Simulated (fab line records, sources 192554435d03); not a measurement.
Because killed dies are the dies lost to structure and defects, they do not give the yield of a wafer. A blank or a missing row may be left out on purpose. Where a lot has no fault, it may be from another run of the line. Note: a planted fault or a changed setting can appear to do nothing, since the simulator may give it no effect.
Chamber matching :: flow n5 finfet :: N5_FIN_SAQP_STRIP_77 on rie diel-04: 4 sister chambers
The step strips in N2/H2, time 90 s. 14 wafers are shown with their chamber, then 7 later ones without.

## WAFERS PAIRED WITH THEIR CHAMBERS
wafer: L077.3
chamber: 0
showerhead plenum p Torr (Torr): 3.36
drypump motor current A (A): 5.44
throttle valve pct (%): 12.22

wafer: L077.5
chamber: 2
showerhead plenum p Torr (Torr): 3.25
drypump motor current A (A): 5.46
throttle valve pct (%): 12.59

wafer: L077.6
chamber: 0
showerhead plenum p Torr (Torr): 3.36
drypump motor current A (A): 5.45
throttle valve pct (%): 12.22

wafer: L080.1
chamber: 0
showerhead plenum p Torr (Torr): 3.35
drypump motor current A (A): 5.42
throttle valve pct (%): 12.25

wafer: L080.2
chamber: 3
showerhead plenum p Torr (Torr): 3.61
drypump motor current A (A): 6.03
throttle valve pct (%): 11.95

wafer: L080.6
chamber: 1
showerhead plenum p Torr (Torr): 3.47
drypump motor current A (A): 6.06
throttle valve pct (%): 12.51

wafer: L081.2
chamber: 2
showerhead plenum p Torr (Torr): 3.24
drypump motor current A (A): 5.47
throttle valve pct (%): 12.63

wafer: L081.3
chamber: 0
showerhead plenum p Torr (Torr): 3.35
drypump motor current A (A): 5.46
throttle valve pct (%): 12.23

wafer: L081.5
chamber: 0
showerhead plenum p Torr (Torr): 3.35
drypump motor current A (A): 5.46
throttle valve pct (%): 12.24

wafer: L084.1
chamber: 0
showerhead plenum p Torr (Torr): 3.35
drypump motor current A (A): 5.47
throttle valve pct (%): 12.26

wafer: L084.4
chamber: 2
showerhead plenum p Torr (Torr): 3.24
drypump motor current A (A): 5.45
throttle valve pct (%): 12.65

wafer: L084.6
chamber: 0
showerhead plenum p Torr (Torr): 3.35
drypump motor current A (A): 5.48
throttle valve pct (%): 12.27

wafer: L085.2
chamber: 3
showerhead plenum p Torr (Torr): 3.61
drypump motor current A (A): 6.04
throttle valve pct (%): 11.98

wafer: L085.3
chamber: 1
showerhead plenum p Torr (Torr): 3.46
drypump motor current A (A): 6.08
throttle valve pct (%): 12.54

SIGNATURES, as means of the wafers listed above
reading: showerhead plenum p Torr
chamber 0: 3.3529
chamber 1: 3.4650
chamber 2: 3.2433
chamber 3: 3.6100
scatter within a chamber: 0.00509

reading: drypump motor current A
chamber 0: 5.4543
chamber 1: 6.0700
chamber 2: 5.4600
chamber 3: 6.0350
scatter within a chamber: 0.0168

reading: throttle valve pct
chamber 0: 12.2414
chamber 1: 12.5250
chamber 2: 12.6233
chamber 3: 11.9650
scatter within a chamber: 0.0225
Rule: distance of a wafer from a chamber = root of the sum over the readings of ((wafer's reading minus chamber's mean) / reading's scatter) squared. The wafer belongs to the nearest chamber; if the next one is less than 2 further off, it can't be placed. The scatter: the root of (the sum of the squares of (reading less its chamber's mean) over the shown wafers, divided by (wafers less chambers)).

## WAFERS WITH NO CHAMBER GIVEN
wafer: L085.6
showerhead plenum p Torr (Torr): 3.61
drypump motor current A (A): 6.04
throttle valve pct (%): 11.98

wafer: L087.1
showerhead plenum p Torr (Torr): 3.34
drypump motor current A (A): 5.46
throttle valve pct (%): 12.27

wafer: L087.2
showerhead plenum p Torr (Torr): 3.46
drypump motor current A (A): 6.05
throttle valve pct (%): 12.55

wafer: L087.6
showerhead plenum p Torr (Torr): 3.23
drypump motor current A (A): 5.47
throttle valve pct (%): 12.65

wafer: L089.2
showerhead plenum p Torr (Torr): 3.60
drypump motor current A (A): 6.05
throttle valve pct (%): 11.99

wafer: L089.4
showerhead plenum p Torr (Torr): 3.23
drypump motor current A (A): 5.47
throttle valve pct (%): 12.66

wafer: L089.5
showerhead plenum p Torr (Torr): 3.23
drypump motor current A (A): 5.47
throttle valve pct (%): 12.65

## EACH ONE'S CHAMBER
wafer: L085.6
from the rows above: 3
in truth: 3

wafer: L087.1
from the rows above: 0
in truth: 0

wafer: L087.2
from the rows above: 1
in truth: 1

wafer: L087.6
from the rows above: 2
in truth: 2

wafer: L089.2
from the rows above: 3
in truth: 3

wafer: L089.4
from the rows above: 2
in truth: 2

wafer: L089.5
from the rows above: 2
in truth: 2
Placed correctly: 7 of 7. Number that these rows cannot place: 0. Placed wrongly: 0.
